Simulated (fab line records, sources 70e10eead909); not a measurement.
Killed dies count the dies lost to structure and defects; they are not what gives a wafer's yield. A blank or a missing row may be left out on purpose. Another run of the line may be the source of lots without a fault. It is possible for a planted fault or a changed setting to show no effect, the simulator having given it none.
Matching of chambers / flow nand-harc / rie-diel-07 running NHARC_A_CONTACT_ETCH_48: 4 sister chambers
The step etches the open film in CF4, target depth 39 nm, time 65 s. 16 wafers are shown with their chamber, then 8 later ones without.

## WAFERS WITH THEIR CHAMBER
wafer=L074.1; chamber=1; drypump-motor-current-A (A)=4.7; showerhead-plenum-p-Torr (Torr)=1.71; oes-product-au (a.u.)=1.004
wafer=L074.3; chamber=2; drypump-motor-current-A (A)=5.9; showerhead-plenum-p-Torr (Torr)=1.84; oes-product-au (a.u.)=1.014
wafer=L074.6; chamber=1; drypump-motor-current-A (A)=4.7; showerhead-plenum-p-Torr (Torr)=1.71; oes-product-au (a.u.)=1.009
wafer=L077.3; chamber=0; drypump-motor-current-A (A)=6.7; showerhead-plenum-p-Torr (Torr)=1.70; oes-product-au (a.u.)=1.013
wafer=L077.5; chamber=0; drypump-motor-current-A (A)=6.7; showerhead-plenum-p-Torr (Torr)=1.70; oes-product-au (a.u.)=1.006
wafer=L077.6; chamber=2; drypump-motor-current-A (A)=5.9; showerhead-plenum-p-Torr (Torr)=1.84; oes-product-au (a.u.)=1.024
wafer=L081.4; chamber=2; drypump-motor-current-A (A)=5.9; showerhead-plenum-p-Torr (Torr)=1.83; oes-product-au (a.u.)=1.002
wafer=L081.5; chamber=1; drypump-motor-current-A (A)=4.7; showerhead-plenum-p-Torr (Torr)=1.71; oes-product-au (a.u.)=0.989
wafer=L081.6; chamber=0; drypump-motor-current-A (A)=6.7; showerhead-plenum-p-Torr (Torr)=1.70; oes-product-au (a.u.)=1.024
wafer=L085.3; chamber=0; drypump-motor-current-A (A)=6.7; showerhead-plenum-p-Torr (Torr)=1.69; oes-product-au (a.u.)=1.021
wafer=L085.4; chamber=1; drypump-motor-current-A (A)=4.8; showerhead-plenum-p-Torr (Torr)=1.71; oes-product-au (a.u.)=0.983
wafer=L085.6; chamber=1; drypump-motor-current-A (A)=4.8; showerhead-plenum-p-Torr (Torr)=1.71; oes-product-au (a.u.)=0.983
wafer=L089.1; chamber=1; drypump-motor-current-A (A)=4.7; showerhead-plenum-p-Torr (Torr)=1.71; oes-product-au (a.u.)=0.973
wafer=L089.2; chamber=3; drypump-motor-current-A (A)=5.6; showerhead-plenum-p-Torr (Torr)=1.88; oes-product-au (a.u.)=1.004
wafer=L089.5; chamber=1; drypump-motor-current-A (A)=4.7; showerhead-plenum-p-Torr (Torr)=1.71; oes-product-au (a.u.)=0.977
wafer=L092.2; chamber=0; drypump-motor-current-A (A)=6.7; showerhead-plenum-p-Torr (Torr)=1.69; oes-product-au (a.u.)=1.020

SIGNATURES (means of the wafers above)
reading=drypump-motor-current-A; chamber 0=6.700; chamber 1=4.729; chamber 2=5.900; chamber 3=5.600; scatter within a chamber=0.0345
reading=showerhead-plenum-p-Torr; chamber 0=1.6960; chamber 1=1.7100; chamber 2=1.8367; chamber 3=1.8800; scatter within a chamber=0.00394
reading=oes-product-au; chamber 0=1.01680; chamber 1=0.98829; chamber 2=1.01333; chamber 3=1.00400; scatter within a chamber=0.0114
Rule: distance of a wafer from a chamber = root of the sum over the readings of ((wafer's reading minus chamber's mean) / reading's scatter) squared. The wafer belongs to the nearest chamber; if the next one is less than 2 further off, it can't be placed. How the scatter is found: for the shown wafers, subtract from each reading the mean of its chamber, square and add these, divide the total by (wafers less chambers), then take the root.

## WAFERS WITH NO CHAMBER GIVEN
wafer=L092.3; drypump-motor-current-A (A)=5.5; showerhead-plenum-p-Torr (Torr)=1.87; oes-product-au (a.u.)=1.018
wafer=L092.5; drypump-motor-current-A (A)=5.5; showerhead-plenum-p-Torr (Torr)=1.87; oes-product-au (a.u.)=1.020
wafer=L093.4; drypump-motor-current-A (A)=6.7; showerhead-plenum-p-Torr (Torr)=1.69; oes-product-au (a.u.)=1.013
wafer=L093.5; drypump-motor-current-A (A)=6.0; showerhead-plenum-p-Torr (Torr)=1.83; oes-product-au (a.u.)=1.002
wafer=L093.6; drypump-motor-current-A (A)=4.7; showerhead-plenum-p-Torr (Torr)=1.70; oes-product-au (a.u.)=0.980
wafer=L096.3; drypump-motor-current-A (A)=6.7; showerhead-plenum-p-Torr (Torr)=1.69; oes-product-au (a.u.)=1.013
wafer=L096.5; drypump-motor-current-A (A)=4.8; showerhead-plenum-p-Torr (Torr)=1.70; oes-product-au (a.u.)=0.977
wafer=L096.6; drypump-motor-current-A (A)=6.7; showerhead-plenum-p-Torr (Torr)=1.69; oes-product-au (a.u.)=1.013

## CHAMBER TAKEN BY EACH
wafer=L092.3; from the rows above=3; in truth=3
wafer=L092.5; from the rows above=3; in truth=3
wafer=L093.4; from the rows above=0; in truth=0
wafer=L093.5; from the rows above=2; in truth=2
wafer=L093.6; from the rows above=1; in truth=1
wafer=L096.3; from the rows above=0; in truth=0
wafer=L096.5; from the rows above=1; in truth=1
wafer=L096.6; from the rows above=0; in truth=0
Correct placement for 8 of the 8. Number that these rows cannot place: 0. 0 placed wrongly.
